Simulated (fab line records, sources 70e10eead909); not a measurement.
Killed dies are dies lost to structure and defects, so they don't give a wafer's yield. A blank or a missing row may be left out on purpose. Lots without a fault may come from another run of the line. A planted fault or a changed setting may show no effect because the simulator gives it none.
fab line records | flow nand_harc
record lots=11 wafers=33 last_day=34
route steps=1302 shown A_CHANNEL_HOLE_D1@464 A_CHANNEL_FILL_D1@495
lots that met no fault: from a run of the same line without faults
start_h: hours from the record's first day to the start of the lot's first wafer shown | wait_h: hours since the lot's step before | " the same as in the row above | L1.1+2: a row that stands for several wafers | - no value, or no start given | * or withheld: withheld | < > ~ a bound
route shown NAME@n: a module of which the file shows steps, and the number in the route of the first | usual: mean/standard deviation of fault-free wafers | same: alike in all rows | chamber/n: place in a boat | sites: the reading at each site | _std_site: their standard deviation | _edge_site: outer sites' mean less inner sites' | radius_mm: how far each site lies from the wafer's centre | mask NAME#n: copy n | behind: the tool/chamber that last shaped the wafer | hold: why the lot was held/for how many hours/how that ended | device: the transistor (n, p or np) that didn't switch | end of line: the same wafers' tests at the end of the route | a step without rows: its recipe alone | killed: dies lost to structure and defects at the first sort, not the wafer's yield | map: a wafer's dies, x killed, . not, _ none there
set.NAME: the setting as run; set.NAME@STEP: as run at that earlier step | model.NAME: the simulator's own value behind a step, which no gauge read
steps of the route over a sample of lots; a table a step, a row a wafer
services: from which hour (start_h, from the record's first day; less than 0 if before it) a tool's chamber was out of use, for how many hours, and why
## steps
# step NHARC_A_CHANNEL_HOLE_D1_INSPECT_12
# usual raw_defect_count=5.3/2.7
# columns lot.wafer tool chamber start_h wait_h raw_defect_count
L651.3 defect_inspect-02 - 203.45 0.0 4
L651.4 " - " " 3
L651.5 " - " " 3
L652.1 defect_inspect-01 - 213.60 0.0 5
L652.2 " - " " 6
L652.3 " - " " 11
L653.1 defect_inspect-01 - 214.40 0.0 3
L653.2 " - " " 6
L653.6 " - " " 7
L654.2 defect_inspect-02 - 234.07 0.0 5
L654.3 " - " " 4
L654.5 " - " " 8
L657.1 defect_inspect-02 - 264.54 0.0 3
L657.3 " - " " 8
L657.5 " - " " 11
L658.1 defect_inspect-02 - 265.36 0.0 2
L658.3 " - " " 6
L658.6 " - " " 7
L660.1 defect_inspect-02 - 287.93 0.0 2
L660.2 " - " " 3
L660.5 " - " " 2
L662.2 defect_inspect-02 - 327.28 0.0 5
L662.5 " - " " 8
L662.6 " - " " 8
L667.1 defect_inspect-01 - 366.92 0.0 4
L667.3 " - " " 2
L667.4 " - " " 7
L671.1 defect_inspect-02 - 401.80 0.0 6
L671.3 " - " " 3
L671.4 " - " " 10
L672.3 defect_inspect-01 - 410.23 0.0 2
L672.4 " - " " 3
L672.6 " - " " 3
# step NHARC_A_CHANNEL_HOLE_D1_ETCH_21
# recipe bias_v=3000 source_w=withheld pressure_mtorr=20 time_s=514.3 ar_flow_sccm=375 c4f8_flow_sccm=89.3 o2_flow_sccm=35.7 temp_c=-20 target_depth_a=16000 chemistry=C4F8/O2/Ar
# usual c4f8_flow_sccm=89.30/0.25 drypump_motor_current_A=5.5/0.37 o2_flow_sccm=35.69/0.11 showerhead_plenum_p_Torr=3.58/0.17 throttle_valve_pct=32.155/0.0097
# same time_s=514.3
# columns lot.wafer tool chamber start_h wait_h c4f8_flow_sccm drypump_motor_current_A o2_flow_sccm rf_hours_counter_h showerhead_plenum_p_Torr throttle_valve_pct
L651.4 har_etch-01 1 207.54 0.3 89.56 4.9 35.70 - 3.73 32.145
L651.3 " 0 " " 89.26 5.6 35.72 - 3.53 32.172
L651.5 " 0 " " 89.08 5.6 35.55 - 3.53 32.157
L652.2 har_etch-01 1 215.26 0.3 89.75 4.9 35.98 100 3.72 32.156
L652.1 " 0 " " 88.97 5.6 35.78 100 3.52 32.149
L652.3 " 0 " " 89.38 5.6 35.79 - 3.52 32.150
L653.2 har_etch-02 1 216.43 0.3 89.15 5.8 35.68 318 3.44 32.138
L653.1 " 0 " " 88.71 5.8 35.55 303 3.46 32.163
L653.6 " 1 " " 89.35 5.8 35.67 - 3.44 32.154
L654.2 har_etch-01 1 235.74 0.3 89.38 4.9 35.62 115 3.72 32.152
L654.3 " 1 " " 89.16 4.9 35.60 - 3.72 32.168
L654.5 " 0 " " 89.37 5.6 35.63 - 3.52 32.163
L657.1 har_etch-01 0 266.80 0.3 89.33 5.6 35.53 131 3.51 32.154
L657.3 " 1 " " 89.47 4.9 35.59 - 3.71 32.134
L657.5 " 1 " " 89.46 4.9 35.67 - 3.71 32.138
L658.1 har_etch-02 1 267.03 0.3 89.26 5.8 35.81 348 3.42 32.162
L658.3 " 1 " " 88.89 5.8 35.64 - 3.43 32.168
L658.6 " 0 " " 89.34 5.7 35.83 - 3.44 32.180
L660.1 har_etch-01 0 291.51 0.3 89.29 5.6 35.57 146 3.50 32.154
L660.2 " 1 " " 89.27 4.9 35.68 146 3.70 32.157
L660.5 " 1 " " 89.22 4.9 35.81 - 3.70 32.154
L662.2 har_etch-02 1 328.95 0.3 89.40 5.8 35.58 379 3.41 32.173
L662.5 " 1 " " 89.20 5.8 35.64 - 3.41 32.172
L662.6 " 0 " " 89.74 5.7 35.63 - 3.42 32.155
L667.1 har_etch-02 1 368.61 0.3 89.47 5.8 35.73 402 3.40 32.158
L667.4 " 1 " " 89.17 5.8 35.47 - 3.40 32.147
L667.3 " 0 " " 89.87 5.7 35.82 - 3.41 32.153
L671.1 har_etch-02 0 403.54 0.3 89.30 5.8 35.69 4 3.93 32.147
L671.3 " 1 " " 89.23 5.8 35.96 - 3.93 32.154
L671.4 " 0 " " 88.90 5.7 35.80 - 3.93 32.154
L672.3 har_etch-02 0 412.04 0.3 89.19 5.7 35.69 - 3.93 32.163
L672.4 " 1 " " 88.74 5.8 35.51 - 3.93 32.153
L672.6 " 0 " " 89.44 5.7 35.50 - 3.93 32.136
# step NHARC_A_CHANNEL_HOLE_D1_ETCH_44
# recipe target_depth_a=1400 overetch_a=140 time_s=77 ion_energy_ev=100 cf4_flow_sccm=80 o2_flow_sccm=20 ar_flow_sccm=0 rf_w=300 bias_w=100 chemistry=CF4/O2
# usual drypump_motor_current_A=5.7/0.47 o2_flow_sccm=20.00/0.068 oes_f_703_au=1.000/0.0044 oes_product_au=1.001/0.0094 rf_vpp_V=197.3/1.3 showerhead_plenum_p_Torr=1.31/0.052 throttle_valve_pct=13.397/0.0094
# same time_s=77
# columns lot.wafer tool chamber start_h wait_h drypump_motor_current_A o2_flow_sccm oes_f_703_au oes_product_au rf_hours_counter_h rf_vpp_V showerhead_plenum_p_Torr throttle_valve_pct
L651.3 rie_diel-05 2 211.73 0.1 5.8 20.11 0.999 1.014 56 197.3 1.31 13.392
L651.4 " 1 " " 6.2 19.96 1.000 1.007 - 195.7 1.24 13.386
L651.5 " 2 " " 5.8 20.08 1.004 1.001 - 197.2 1.31 13.401
L652.2 rie_diel-01 2 219.59 0.1 5.1 20.05 0.995 0.995 1 194.5 1.27 13.396
L652.3 " 3 " " 5.3 19.93 1.003 1.008 1 197.6 1.37 13.370
L652.1 " 1 " " 6.5 19.93 0.999 0.996 1 196.4 1.27 13.412
L653.2 rie_diel-05 1 220.77 0.1 6.2 19.97 1.006 0.999 53 196.3 1.24 13.400
L653.1 " 0 " " 5.6 20.04 0.999 1.005 58 197.0 1.24 13.404
L653.6 " 0 " " 5.6 20.10 1.001 1.007 - 197.9 1.24 13.393
L654.3 rie_diel-01 1 240.07 0.1 6.5 19.99 1.007 0.996 2 196.7 1.27 13.403
L654.2 " 3 " " 5.3 19.99 1.005 1.006 2 198.7 1.37 13.404
L654.5 " 1 " " 6.5 19.95 0.998 0.986 - 196.9 1.27 13.401
L657.3 rie_diel-01 0 271.13 0.1 5.7 19.92 1.002 0.999 4 197.5 1.33 13.407
L657.1 " 1 " " 6.5 20.03 1.001 0.996 4 197.5 1.27 13.387
L657.5 " 2 " " 5.1 20.01 0.998 0.990 - 196.4 1.27 13.383
L658.1 rie_diel-13 1 271.31 0.1 6.6 20.05 0.996 1.015 35 200.3 1.43 13.396
L658.3 " 3 " " 5.9 19.94 0.997 1.027 40 196.0 1.26 13.387
L658.6 " 0 " " 5.6 19.85 0.995 0.992 - 198.4 1.27 13.397
L660.1 rie_diel-01 3 295.81 0.0 5.3 20.04 1.005 1.000 7 198.1 1.37 13.399
L660.2 " 2 " " 5.1 19.86 1.001 0.993 7 195.1 1.26 13.387
L660.5 " 3 " " 5.3 20.06 1.002 0.990 - 197.2 1.37 13.395
L662.2 rie_diel-05 1 333.26 0.1 6.1 19.94 0.995 0.988 29 199.3 1.44 13.394
L662.5 " 2 " " 5.8 19.96 1.004 1.004 - 197.7 1.31 13.385
L662.6 " 3 " " 6.0 20.01 0.995 1.013 - 198.2 1.33 13.416
L667.3 rie_diel-01 1 372.90 0.1 6.5 20.02 0.999 1.002 10 197.1 1.27 13.389
L667.1 " 3 " " 5.3 20.07 0.992 1.000 13 199.1 1.37 13.411
L667.4 " 0 " " 5.6 20.00 0.994 1.012 13 197.8 1.33 13.381
L671.3 rie_diel-01 1 407.78 0.0 6.5 20.02 1.002 1.017 2 196.1 1.27 13.390
L671.4 " 3 " " 5.3 19.97 1.002 1.009 2 198.2 1.37 13.385
L671.1 " 0 " " 5.6 19.99 0.992 1.011 2 195.9 1.33 13.393
L672.4 rie_diel-01 3 416.20 0.1 5.3 20.05 0.993 0.997 3 200.5 1.37 13.413
L672.3 " 0 " " 5.7 20.07 1.003 1.011 2 196.6 1.33 13.408
L672.6 " 1 " " 6.5 19.93 1.007 0.995 - 196.2 1.27 13.392
# step NHARC_A_CHANNEL_FILL_D1_ALD_15
# recipe target_thk_a=20 pulse_time_s=60 ald_cycles=19 temp_c=630 pressure_torr=2 material=SiNx
# usual precursor_pulse_height_rel=1.000/0.019 susceptor_temp_C=630.0/0.31
# columns lot.wafer tool chamber start_h wait_h precursor_pulse_height_rel susceptor_temp_C
L651.3 ald_sin_batch-01 0 223.19 - 1.019 -
L651.4 " 0 " " 0.993 -
L651.5 " 0 " " 1.039 -
L652.1 ald_sin_batch-02 0 230.84 - 0.990 -
L652.2 " 0 " " 1.028 -
L652.3 " 0 " " 1.007 -
L653.1 ald_sin_batch-02 0 230.84 - 0.989 -
L653.2 " 0 " " 0.985 -
L653.6 " 0 " " 1.004 -
L654.2 ald_sin_batch-02 0 251.40 - 1.001 629.5
L654.3 " 0 " " 0.993 630.3
L654.5 " 0 " " 0.979 630.3
L657.1 ald_sin_batch-03 0 282.41 - 1.007 630.1
L657.3 " 0 " " 0.992 630.2
L657.5 " 0 " " 1.015 630.0
L658.1 ald_sin_batch-03 0 282.41 - 0.991 630.0
L658.3 " 0 " " 1.017 629.6
L658.6 " 0 " " 1.004 629.9
L660.1 ald_sin_batch-02 0 306.14 - 1.003 630.6
L660.2 " 0 " " 1.033 630.1
L660.5 " 0 " " 0.974 630.7
L662.2 ald_sin_batch-02 0 344.57 - 1.004 661.5
L662.5 " 0 " " 1.026 661.2
L662.6 " 0 " " 1.023 661.6
L667.1 ald_sin_batch-01 0 384.25 - 0.994 630.2
L667.3 " 0 " " 1.000 630.0
L667.4 " 0 " " 0.961 630.7
L671.1 ald_sin_batch-01 0 419.15 - 1.005 -
L671.3 " 0 " " 1.019 -
L671.4 " 0 " " 1.026 -
L672.3 ald_sin_batch-03 0 427.51 - 1.003 630.0
L672.4 " 0 " " 0.996 629.5
L672.6 " 0 " " 0.966 630.0
## services
# columns tool chamber start_h hours kind
rie_diel-01 - 203.84 9.0 pm
rie_diel-01 0 203.84 9.0 vent_cycle
rie_diel-01 1 203.84 9.0 vent_cycle
rie_diel-01 2 203.84 9.0 vent_cycle
rie_diel-01 3 203.84 9.0 vent_cycle
rie_diel-01 0 212.84 - clean
rie_diel-01 1 212.84 - clean
rie_diel-01 2 212.84 - clean
rie_diel-01 3 212.84 - clean
rie_diel-01 - 225.73 0.3 repair
rie_diel-05 - 230.60 9.0 pm
rie_diel-01 0 237.35 - clean
rie_diel-01 1 237.35 - clean
rie_diel-01 2 237.35 - clean
rie_diel-01 3 237.35 - clean
rie_diel-01 0 261.85 - clean
ald_sin_batch-02 - 266.00 26.0 pm
har_etch-01 - 284.06 2.0 repair
rie_diel-01 1 334.25 12.9 repair
rie_diel-13 - 342.15 9.0 pm
rie_diel-13 3 367.62 6.2 repair
har_etch-02 - 377.29 17.0 pm
rie_diel-01 - 380.84 9.0 pm
rie_diel-05 - 407.60 9.0 pm
## key
first_sign step=NHARC_A_CHANNEL_FILL_D1_ALD_15 reading=susceptor_temp_C direction=up sigmas=99+ usual=* struck=*
effect none on later readings
met_at NHARC_A_CHANNEL_FILL_D1_ALD_15
struck_lots L662
tester_left_out L662
not_acting_at NHARC_A_CHANNEL_HOLE_D1_INSPECT_12,NHARC_A_CHANNEL_HOLE_D1_ETCH_21,NHARC_A_CHANNEL_HOLE_D1_ETCH_44
onset_between 306.14 344.57
fault kind=process_parameter_drift tool=ald_sin_batch-02 chamber=- onset_h=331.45 steps=NHARC_A_CHANNEL_FILL_D1_ALD_15 channel=temp_c offset=* shape=step end_h=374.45 acts_in=* stated=*
# tester_left_out: of these lots the tester's yield and bins aren't shown, on N5 and GAA mostly nor the transistor test; their killed dies are dies lost to structure and defects alone, not to doping, threshold or leakage, so they don't give the yield
